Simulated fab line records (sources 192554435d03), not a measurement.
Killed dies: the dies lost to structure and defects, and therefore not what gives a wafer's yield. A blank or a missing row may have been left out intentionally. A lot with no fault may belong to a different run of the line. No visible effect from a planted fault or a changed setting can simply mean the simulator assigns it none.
fab line records	flow n5_finfet
record: lots: 8	wafers: 24	last_day: 17
route steps=1938 shown FIN_SAQP@121 FIN_CUT@165 BEOL_M4@1111 PASSIVATION@1936
lots with no fault: from the same line, run without faults
start_h: start of the lot's first displayed wafer, in hours after the record's first day	wait_h: how many hours have passed since the lot's step before this one	" unchanged from the row above	L1.1+2: a single row standing in for several wafers	- no value, or no start was given	* or withheld: withheld	< > ~ a bound
route shown NAME@n: names a module that has steps shown in the file, with the first one's number in the route	usual: the fault-free wafers' mean and standard deviation	same: alike in all rows	chamber/n: place in a boat	sites: the reading at each site	_std_site: the standard deviation of these	_edge_site: the outer-site mean with the inner-site mean subtracted	radius_mm: how far each site lies from the wafer's centre	mask NAME#n: copy n	behind: the tool/chamber that last shaped the wafer	hold: why the lot went on hold/how many hours it stayed there/how the hold came to an end	device: transistor that didn't switch, given as n, p or np	end of line: the tests these same wafers got at the end of their route	for a step that has no rows: nothing shown but its recipe	killed: count of dies lost to structure and defects at first sort (not the wafer's yield)	map: dies across one wafer; x = killed, . = not, _ = none there
set.NAME: the setting that was run; set.NAME@STEP: the one run at that earlier step	model.NAME: the simulator's own value behind a step, which no gauge read
one table for each step of the route and one row for each wafer, over a sample of lots
services: the hour from which a tool's chamber was out of use, counted from the record's first day as start_h (under 0 if before that day), plus the number of hours and why
== steps ==
step: N5_FIN_SAQP_STRIP_55
recipe: chemistry: N2/H2	power_w: 500	temp_c: 40	pressure_mtorr: 50	rf_frequency_hz: 6e+07	overash_fraction: 0.3	bias_power_w: 28	h2_frac: 0.5	n2_flow_sccm: 300	h2_flow_sccm: 300
usual: bias_power_w: 28.00/0.079	drypump_motor_current_A: 5.7/0.36	oes_product_au: 0.75/0.068	rf_vpp_V: 121.6/1.6	showerhead_plenum_p_Torr: 3.36/0.12	throttle_valve_pct: 19.1/0.41
lot.wafer	tool	chamber	start_h	wait_h	bias_power_w	drypump_motor_current_A	oes_product_au	rf_hours_counter_h	rf_vpp_V	showerhead_plenum_p_Torr	throttle_valve_pct
L781.3	rie_diel-06	1	21.97	0.1	28.14	5.5	0.71	217	118.8	3.33	18.9
L781.5	"	1	"	"	28.19	5.5	0.71	-	120.5	3.33	18.9
L781.6	"	2	"	"	27.89	5.4	0.73	-	125.6	3.46	19.1
L783.4	rie_diel-06	2	34.49	0.1	28.08	5.4	0.73	206	121.1	3.45	19.1
L783.5	"	3	"	"	28.00	5.5	0.69	-	120.4	3.31	19.7
L783.6	"	2	"	"	27.95	5.4	0.72	-	124.1	3.45	19.1
L785.3	rie_diel-03	2	46.72	0.1	28.07	5.8	0.71	223	119.6	3.18	19.4
L785.4	"	1	"	"	28.09	5.7	0.72	-	121.9	3.50	19.7
L785.6	"	0	"	"	27.85	5.3	0.76	-	124.7	3.23	19.0
L786.2	rie_diel-06	3	52.38	0.1	28.07	5.6	0.67	236	122.0	3.31	19.7
L786.3	"	2	"	"	27.98	5.4	0.73	212	122.3	3.45	19.1
L786.4	"	3	"	"	27.93	5.6	0.67	-	120.3	3.31	19.7
L793.1	rie_diel-01	3	96.29	0.1	27.99	5.5	0.75	166	121.0	3.33	18.7
L793.5	"	3	"	"	27.88	5.5	0.76	-	121.2	3.33	18.7
L793.6	"	2	"	"	27.95	5.8	0.72	-	120.4	3.36	18.7
L794.1	rie_diel-03	0	103.57	0.1	27.89	5.4	0.76	156	121.4	3.22	19.0
L794.3	"	3	"	"	27.89	6.6	0.86	46	123.0	3.53	18.2
L794.6	"	2	"	"	28.08	5.7	0.69	-	120.9	3.17	19.5
L796.2	rie_diel-01	1	112.46	0.1	28.02	5.4	0.73	194	119.3	3.20	19.4
L796.5	"	3	"	"	27.97	5.5	0.75	-	122.8	3.33	18.7
L796.6	"	0	"	"	27.97	5.5	0.77	-	123.2	3.50	19.3
L800.1	rie_diel-06	2	136.24	0.2	27.98	5.4	0.70	239	121.4	3.44	19.1
L800.2	"	3	"	"	28.02	5.5	0.94	3	120.6	3.30	19.3
L800.4	"	3	"	"	28.06	5.5	0.97	-	118.7	3.30	19.3
step: N5_FIN_SAQP_ETCH_65
recipe: chemistry: CF4	target: SiO2	target_depth_a: 40	ion_energy_ev: 350	time_s: 4.4	pressure_mtorr: 10	icp_w: 800	bias_w: 400	cf4_flow_sccm: 80
usual: drypump_motor_current_A: 5.6/0.4	oes_product_au: 0.99/0.03	throttle_valve_pct: 21.76/0.19
lot.wafer	tool	chamber	start_h	wait_h	drypump_motor_current_A	oes_product_au	rf_hours_counter_h	throttle_valve_pct
L781.3	rie_si-03	0	23.76	0.1	5.0	1.04	51	21.87
L781.5	"	1	"	"	5.7	1.00	-	21.50
L781.6	"	0	"	"	5.0	1.04	-	21.86
L783.4	rie_si-01	2	36.28	0.0	5.0	0.97	45	21.67
L783.5	"	1	"	"	6.3	1.00	-	21.78
L783.6	"	0	"	"	5.5	0.94	-	21.65
L785.3	rie_si-03	2	48.51	0.1	5.3	0.98	6	22.09
L785.4	"	3	"	"	5.3	1.04	113	21.69
L785.6	"	1	"	"	5.7	1.00	-	21.49
L786.2	rie_si-06	2	54.16	0.1	5.5	1.03	11	21.76
L786.3	"	0	"	"	5.2	1.01	175	21.49
L786.4	"	2	"	"	5.5	1.03	-	21.77
L793.1	rie_si-06	1	98.89	0.1	5.8	1.03	27	22.19
L793.5	"	0	"	"	5.2	1.02	-	21.49
L793.6	"	1	"	"	5.8	1.02	-	22.18
L794.1	rie_si-06	2	105.35	0.1	5.5	1.04	12	21.77
L794.3	"	0	"	"	5.2	1.02	176	21.50
L794.6	"	2	"	"	5.5	1.03	-	21.76
L796.2	rie_si-06	0	114.24	0.1	5.2	1.01	176	21.50
L796.5	"	3	"	"	5.8	0.98	-	21.79
L796.6	"	2	"	"	5.5	1.03	-	21.76
L800.1	rie_si-06	1	138.16	0.1	5.9	1.02	28	22.16
L800.2	"	0	"	"	5.2	1.01	177	21.50
L800.4	"	2	"	"	5.5	1.01	12	21.74
step: N5_FIN_SAQP_RECESS_63
recipe: chemistry: HF/NH3	target: SiO2	target_depth_a: 180	afs_cycles: 3	temp_c: 30	sublimation_temp_c: 180	sublimation_time_s: 60
usual: drypump_motor_current_A: 5.76/0.3
lot.wafer	tool	chamber	start_h	wait_h	drypump_motor_current_A
L781.3	vapor_etch-02	1	23.99	0.2	5.58
L781.5	"	0	"	"	6.23
L781.6	"	1	"	"	5.57
L783.4	vapor_etch-02	0	36.51	0.2	6.20
L783.5	"	1	"	"	5.57
L783.6	"	0	"	"	6.20
L785.3	vapor_etch-02	1	48.74	0.2	5.55
L785.4	"	0	"	"	6.19
L785.6	"	0	"	"	6.19
L786.2	vapor_etch-02	0	54.27	0.1	6.21
L786.3	"	0	"	"	6.19
L786.4	"	1	"	"	5.56
L793.1	vapor_etch-01	1	99.00	0.1	5.84
L793.5	"	0	"	"	5.41
L793.6	"	1	"	"	5.84
L794.1	vapor_etch-02	1	105.46	0.1	5.57
L794.3	"	1	"	"	5.57
L794.6	"	1	"	"	5.58
L796.2	vapor_etch-02	1	114.35	0.1	5.56
L796.5	"	0	"	"	6.17
L796.6	"	1	"	"	5.57
L800.1	vapor_etch-02	1	138.28	0.1	5.56
L800.2	"	0	"	"	6.22
L800.4	"	0	"	"	6.23
step: N5_FIN_SAQP_FIN_ETCH_36
recipe: chemistry: HBr/Cl2/O2	target_depth_a: 1200	mask_material: SiNx	time_s: 50.4	bias_w: 102	pressure_mtorr: 10	icp_w: 800	HBr_flow_sccm: 150	Cl2_flow_sccm: 80	O2_flow_sccm: 12
usual: drypump_motor_current_A: 5.6/0.38	oes_product_au: 0.997/0.028	throttle_valve_pct: 36.04/0.26
lot.wafer	tool	chamber	start_h	wait_h	drypump_motor_current_A	oes_product_au	rf_hours_counter_h	throttle_valve_pct
L781.3	rie_si-06	3	25.99	0.0	5.8	1.006	205	35.93
L781.5	"	0	"	"	5.2	1.012	-	35.77
L781.6	"	1	"	"	5.9	1.014	-	36.54
L783.4	rie_si-01	0	38.00	0.0	5.6	0.945	111	35.94
L783.5	"	0	"	"	5.6	0.941	-	35.94
L783.6	"	3	"	"	6.1	0.994	-	35.78
L785.3	rie_si-01	0	50.48	0.0	5.6	0.942	111	35.93
L785.4	"	3	"	"	6.1	1.002	180	35.78
L785.6	"	3	"	"	6.2	1.004	-	35.79
L786.2	rie_si-06	2	55.89	0.0	5.5	1.018	11	36.19
L786.3	"	1	"	"	5.8	1.017	26	36.53
L786.4	"	0	"	"	5.2	1.020	-	35.79
L793.1	rie_si-06	0	102.60	0.0	5.2	1.006	176	35.78
L793.5	"	3	"	"	5.8	0.976	-	35.92
L793.6	"	0	"	"	5.2	1.006	-	35.79
L794.1	rie_si-03	3	107.25	0.0	5.3	1.046	114	35.87
L794.3	"	0	"	"	5.0	1.028	53	36.14
L794.6	"	2	"	"	5.3	0.961	-	36.41
L796.2	rie_si-06	0	116.42	0.0	5.2	1.010	176	35.80
L796.5	"	0	"	"	5.2	1.008	-	35.80
L796.6	"	1	"	"	5.9	1.014	-	36.54
L800.1	rie_si-01	0	140.13	0.0	5.6	0.944	113	35.92
L800.2	"	3	"	"	6.2	0.975	182	35.82
L800.4	"	2	"	"	5.0	0.965	47	36.20
step: N5_FIN_SAQP_INSPECT_40
recipe: inspect_instrument: brightfield	mode: aei
usual: raw_defect_count: 259/74
lot.wafer	tool	chamber	start_h	wait_h	raw_defect_count
L781.3	defect_inspect-01	-	26.25	0.0	275
L781.5	"	-	"	"	218
L781.6	"	-	"	"	280
L783.4	defect_inspect-02	-	38.25	0.0	145
L783.5	"	-	"	"	194
L783.6	"	-	"	"	210
L785.3	defect_inspect-02	-	50.73	0.0	300
L785.4	"	-	"	"	176
L785.6	"	-	"	"	299
L786.2	defect_inspect-02	-	56.14	0.0	412
L786.3	"	-	"	"	234
L786.4	"	-	"	"	326
L793.1	defect_inspect-02	-	102.85	0.0	447
L793.5	"	-	"	"	358
L793.6	"	-	"	"	364
L794.1	defect_inspect-01	-	107.50	0.0	243
L794.3	"	-	"	"	348
L794.6	"	-	"	"	244
L796.2	defect_inspect-01	-	116.71	0.0	898
L796.5	"	-	"	"	234
L796.6	"	-	"	"	256
L800.1	defect_inspect-01	-	140.38	0.0	198
L800.2	"	-	"	"	797
L800.4	"	-	"	"	173
step: N5_FIN_CUT_INSPECT_10
recipe: mode: adi	inspect_instrument: brightfield
usual: raw_defect_count: 47/13
lot.wafer	tool	chamber	start_h	wait_h	raw_defect_count
L781.3	defect_inspect-02	-	26.76	0.0	58
L781.5	"	-	"	"	45
L781.6	"	-	"	"	65
L783.4	defect_inspect-02	-	38.64	0.0	35
L783.5	"	-	"	"	35
L783.6	"	-	"	"	31
L785.3	defect_inspect-01	-	51.13	0.0	65
L785.4	"	-	"	"	32
L785.6	"	-	"	"	53
L786.2	defect_inspect-01	-	56.53	0.0	69
L786.3	"	-	"	"	35
L786.4	"	-	"	"	53
L793.1	defect_inspect-02	-	103.37	0.1	66
L793.5	"	-	"	"	74
L793.6	"	-	"	"	76
L794.1	defect_inspect-02	-	107.89	0.1	41
L794.3	"	-	"	"	43
L794.6	"	-	"	"	46
L796.2	defect_inspect-02	-	117.10	0.0	648
L796.5	"	-	"	"	52
L796.6	"	-	"	"	47
L800.1	defect_inspect-02	-	140.77	0.1	41
L800.2	"	-	"	"	646
L800.4	"	-	"	"	31
step: N5_FIN_CUT_INSPECT_17
recipe: inspect_instrument: brightfield	mode: aei
usual: raw_defect_count: 267/81
lot.wafer	tool	chamber	start_h	wait_h	raw_defect_count
L781.3	defect_inspect-02	-	27.71	0.0	329
L781.5	"	-	"	"	212
L781.6	"	-	"	"	313
L783.4	defect_inspect-02	-	39.68	0.0	165
L783.5	"	-	"	"	197
L783.6	"	-	"	"	184
L785.3	defect_inspect-01	-	52.68	0.0	259
L785.4	"	-	"	"	171
L785.6	"	-	"	"	281
L786.2	defect_inspect-01	-	57.53	0.0	410
L786.3	"	-	"	"	230
L786.4	"	-	"	"	333
L793.1	defect_inspect-02	-	104.61	0.0	473
L793.5	"	-	"	"	390
L793.6	"	-	"	"	384
L794.1	defect_inspect-02	-	108.85	0.0	263
L794.3	"	-	"	"	354
L794.6	"	-	"	"	278
L796.2	defect_inspect-01	-	118.25	0.0	889
L796.5	"	-	"	"	219
L796.6	"	-	"	"	266
L800.1	defect_inspect-01	-	141.76	0.0	185
L800.2	"	-	"	"	775
L800.4	"	-	"	"	178
step: N5_BEOL_M4_RC_MEAS_101
usual: DIBL_N: 36.4/1.6	DIBL_P: 36.2/1.8	IOFF_N: 0.159/0.029	IOFF_P: 0.21/0.034	ION_N: 670/12	ION_P: 459/8.2	SS_N: 71.5/0.59	SS_P: 73.2/0.54	VT_N: 250/3.3	VT_P: -250/3.7
lot.wafer	tool	chamber	start_h	wait_h	DIBL_N[mV/V]	DIBL_P[mV/V]	IOFF_N[nA/um]	IOFF_P[nA/um]	ION_N[uA/um]	ION_P[uA/um]	SS_N[mV/dec]	SS_P[mV/dec]	VT_N[mV]	VT_P[mV]
L781.3	prober-02	0	188.80	0.3	35.8	37.4	0.150	0.20	673	460	71.2	73.4	248	-251
L781.5	"	0	"	"	36.6	37.3	0.153	0.20	659	447	71.3	73.6	251	-252
L781.6	"	0	"	"	36.6	37.5	0.164	0.21	671	459	71.5	73.1	251	-254
L783.4	prober-02	0	204.10	0.5	34.8	33.3	0.133	0.20	674	465	70.2	73.3	252	-249
L783.5	"	0	"	"	37.0	35.7	0.170	0.24	685	464	71.5	72.6	248	-247
L783.6	"	0	"	"	36.3	34.5	0.144	0.22	658	459	71.6	73.3	252	-247
L785.3	prober-01	0	211.86	0.3	37.4	39.1	0.216	0.26	689	473	71.9	73.9	241	-246
L785.4	"	0	"	"	34.0	34.9	0.136	0.20	673	460	70.8	73.1	251	-253
L785.6	"	0	"	"	35.3	35.5	0.154	0.19	667	454	71.1	73.5	250	-253
L786.2	prober-02	0	217.85	0.2	33.8	34.1	0.128	0.17	663	456	71.1	72.2	251	-250
L786.3	"	0	"	"	38.0	39.1	0.205	0.24	686	462	72.1	73.4	247	-246
L786.4	"	0	"	"	36.7	37.2	0.165	0.19	679	464	71.7	73.5	248	-254
L793.1	prober-01	0	272.43	0.0	36.2	35.0	0.141	0.21	664	462	71.5	73.0	252	-249
L793.5	"	0	"	"	36.7	34.4	0.149	0.19	656	459	71.7	72.9	253	-251
L793.6	"	0	"	"	35.9	33.1	0.131	0.19	669	460	70.6	72.8	250	-251
L794.1	prober-02	0	278.25	0.0	39.6	38.4	0.228	0.24	701	467	72.1	73.0	246	-248
L794.3	"	0	"	"	37.1	35.3	0.165	0.20	671	455	71.9	73.3	248	-252
L794.6	"	0	"	"	38.9	36.7	0.199	0.22	681	456	71.9	73.1	248	-251
L796.2	prober-02	0	285.85	0.2	34.7	34.2	0.115	0.17	649	448	70.8	72.9	254	-255
L796.5	"	0	"	"	36.9	36.8	0.151	0.23	661	456	71.6	73.2	249	-250
L796.6	"	0	"	"	36.5	35.8	0.152	0.20	657	452	70.8	73.2	252	-253
L800.1	prober-02	0	293.77	0.0	39.8	38.1	0.211	0.25	673	456	72.7	74.5	243	-251
L800.2	"	0	"	"	34.7	34.4	0.128	0.20	667	459	70.1	72.9	251	-249
L800.4	"	0	"	"	37.9	36.6	0.181	0.24	677	458	72.7	73.4	246	-248
step: N5_PASSIVATION_PROBE_49
usual: defect_limited_yield: 91.1/1.5	killed_at_M0_to_M3: 33/9.9	killed_at_M4_up: 14/5.2	killed_at_contacts: 12/6.7	killed_at_front_end: 43/13	killed_at_other: 3.4/2.7	killed_dies: 105/17	killed_on_rim: 14/4.2	killed_open: 69/13	killed_short: 33/7.5	sort_bin_5_function: 5.2/0.91	sort_bin_6_memory: 3.3/0.71	sort_n_pass: 1075/17	sort_yield_pct: 91.1/1.5
same: gross_dies: 1180	killed_at_back_side: 0	sort_bin_4_leakage[%]: 0	sort_bin_8_speed[%]: 0
lot.wafer	tool	chamber	start_h	wait_h	defect_limited_yield[%]	killed_at_M0_to_M3	killed_at_M4_up	killed_at_contacts	killed_at_front_end	killed_at_other	killed_dies	killed_on_rim	killed_open	killed_short	sort_bin_5_function[%]	sort_bin_6_memory[%]	sort_n_pass	sort_yield_pct[%]
L796.2	prober-01	-	384.05	0.8	88.1	26	10	9	95	1	141	28	50	25	7.3	3.1	1039	88.1
L796.5	prober-01	-	384.20	1.0	91.4	38	6	5	53	0	102	21	80	22	5.8	2.7	1078	91.4
L796.6	prober-01	-	384.25	1.0	92.9	15	12	1	55	1	84	9	45	38	4.4	2.5	1096	92.9
L800.1	prober-01	-	405.58	0.0	90.6	40	10	13	46	2	111	16	75	35	5.8	3.4	1069	90.6
L800.2	prober-01	-	405.63	0.1	86.2	25	16	8	107	7	163	24	69	25	8.6	3.4	1017	86.2
L800.4	prober-01	-	405.73	0.2	91.7	23	10	10	52	3	98	21	55	34	4.6	2.7	1082	91.7
killed by level:class
L796.2 FIN_SAQP:unspecified=65 BEOL_M2:geometric_particle:open=16 MOL_CONTACT_COAG:geometric_particle:open=6 GATE_CUT:geometric_particle:short=5 FIN_SAQP:geometric_particle:open=4 FIN_SAQP:geometric_particle:short=4 GATE_CUT:geometric_particle:open=4 STARTING-WAFER:geometric_particle:open=4
L796.5 STI_FIN_REVEAL:geometric_particle:open=22 BEOL_M2:geometric_particle:open=16 FIN_SAQP:geometric_particle:open=13 BEOL_M3:geometric_particle:open=7 FIN_SAQP:geometric_particle:short=5 MOL_CONTACT_COAG:geometric_particle:open=5 STI_FIN_REVEAL:geometric_particle:short=4 BEOL_M0_SAQP:geometric_particle:open=4
L796.6 FIN_SAQP:geometric_particle:short=15 STI_FIN_REVEAL:geometric_particle:open=8 GATE_CUT:geometric_particle:short=8 FIN_SAQP:geometric_particle:open=6 STARTING-WAFER:geometric_particle:short=5 BEOL_M2:geometric_particle:open=5 DUMMY_GATE:geometric_particle:open=4 BEOL_M1:geometric_particle:open=4
L800.1 BEOL_M2:geometric_particle:open=14 MOL_CONTACT_COAG:geometric_particle:open=11 DUMMY_GATE:geometric_particle:open=9 FIN_SAQP:geometric_particle:short=8 BEOL_M0_SAQP:geometric_particle:open=7 BEOL_M0_SAQP:geometric_particle:short=7 BEOL_M3:geometric_particle:open=5 STARTING-WAFER:geometric_particle:short=5
L800.2 FIN_SAQP:unspecified=67 BEOL_M1:geometric_particle:open=9 DUMMY_GATE:geometric_particle:open=8 STARTING-WAFER:geometric_particle:open=8 MOL_CONTACT_COAG:geometric_particle:open=7 FIN_SAQP:geometric_particle:open=5 BEOL_M0_SAQP:geometric_particle:short=5 STARTING-WAFER:geometric_particle:short=5
L800.4 MOL_CONTACT_COAG:geometric_particle:open=9 DUMMY_GATE:geometric_particle:open=8 FIN_SAQP:geometric_particle:open=7 STI_FIN_REVEAL:geometric_particle:open=7 BEOL_M0_SAQP:geometric_particle:open=7 FIN_SAQP:geometric_particle:short=6 HKMG_FIN:area_etch=6 DUMMY_GATE:geometric_particle:short=4
== services ==
tool	chamber	start_h	hours	kind
rie_diel-03	2	13.72	2.6	repair
rie_si-01	0	16.50	6.5	repair
rie_diel-03	3	33.53	33.0	repair
rie_si-06	3	39.92	-	clean
rie_si-06	3	39.92	-	consumable_replace:focus_ring
rie_si-06	3	39.92	26.9	scheduled_down
rie_si-06	3	39.92	26.9	vent_cycle
vapor_etch-01	1	44.07	2.9	repair
vapor_etch-01	0	62.72	0.9	repair
vapor_etch-02	-	65.31	0.4	repair
rie_diel-01	1	95.89	7.1	repair
rie_diel-06	3	104.22	-	clean
rie_diel-06	3	104.22	-	consumable_replace:focus_ring
rie_diel-06	3	104.22	26.0	scheduled_down
rie_diel-06	3	104.22	26.0	vent_cycle
rie_diel-06	-	127.09	0.4	repair
rie_diel-03	2	127.13	-	clean
rie_diel-03	2	127.13	-	consumable_replace:focus_ring
rie_diel-03	2	127.13	-	consumable_replace:showerhead
rie_diel-06	1	130.24	-	clean
rie_diel-06	1	130.24	-	consumable_replace:focus_ring
rie_diel-06	1	130.24	18.3	scheduled_down
rie_diel-06	1	130.24	18.3	vent_cycle
rie_si-03	1	130.58	2.0	repair
== key ==
first_sign: step: N5_FIN_SAQP_INSPECT_40	reading: raw_defect_count	direction: up	sigmas: 7.9	usual: 259	struck: 848
effect: step: N5_FIN_CUT_INSPECT_10	reading: raw_defect_count	direction: up	sigmas: 45	usual: 47	struck: 647
effect: step: N5_FIN_CUT_INSPECT_17	reading: raw_defect_count	direction: up	sigmas: 7	usual: 267	struck: 832
effect: step: N5_PASSIVATION_PROBE_49	reading: killed_at_front_end	direction: up	sigmas: 4.5	usual: 43	struck: 101
more_kills_born_at: N5_FIN_SAQP_ETCH_65@rie_si-06: 132
met_at N5_FIN_SAQP_ETCH_65
struck_lots L796,L800
struck_wafers L796.2,L800.2
not_acting_at N5_FIN_SAQP_STRIP_55,N5_FIN_SAQP_RECESS_63,N5_FIN_SAQP_FIN_ETCH_36
onset_between 105.35 114.24
fault: kind: chamber_particle_source	tool: rie_si-06	chamber: 0	onset_h: 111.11	steps: N5_FIN_SAQP_ETCH_65	rate_per_visit_cm2: 0.9903	end_h: 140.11
